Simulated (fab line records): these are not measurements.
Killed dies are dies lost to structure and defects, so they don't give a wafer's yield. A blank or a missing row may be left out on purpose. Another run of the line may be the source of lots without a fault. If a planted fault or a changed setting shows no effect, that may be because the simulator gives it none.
The tool behind it: which one? -- flow nandHarc -- route of 1302 steps, sampled at 1 step: 6 lots, 17 wafers

## WHAT THE GAUGES SHOWED, per wafer
NHARC_A_BONDPAD_OVL_MEAS_35.
lot,measured,on,overlayXNm (nm)
L427,day 23 18:53,overlay-02,8 8 8
L429,day 24 14:46,overlay-02,3 3 2
L432,day 25 11:41,overlay-01,-7 -6 -7
L435,day 27 04:34,overlay-02,-1 -1 -1
L444,day 30 22:19,overlay-02,-2 -2
L448,day 32 19:34,overlay-02,14 15 14

## WHAT TOOL EACH LOT RAN ON (gives the tool, then ch and the chambers of the sampled wafers, and finally the start)
Before these readings, the record contains no process step.

## THE ANSWER, worked out from the rows above alone
Rule: the lots themselves supply what counts as usual. Put in order of their means at a reading, lots are off if they are a third of the lots or fewer, leave a main group of 4 or more, and stand apart from it by a gap of 3 or more times the standard deviation of the main group's means; of several such gaps the widest counts. The tables above print the reading to a certain number of digits; a main group whose means all agree to those digits is not used. Also off: a lot with no number at a reading for which 4 or more lots have one. All remaining lots with rows at the step are treated as sound.
No lot is off at any reading shown: from this, nothing can be told.

## WHAT HAD BEEN PUT IN BY THE SIMULATOR
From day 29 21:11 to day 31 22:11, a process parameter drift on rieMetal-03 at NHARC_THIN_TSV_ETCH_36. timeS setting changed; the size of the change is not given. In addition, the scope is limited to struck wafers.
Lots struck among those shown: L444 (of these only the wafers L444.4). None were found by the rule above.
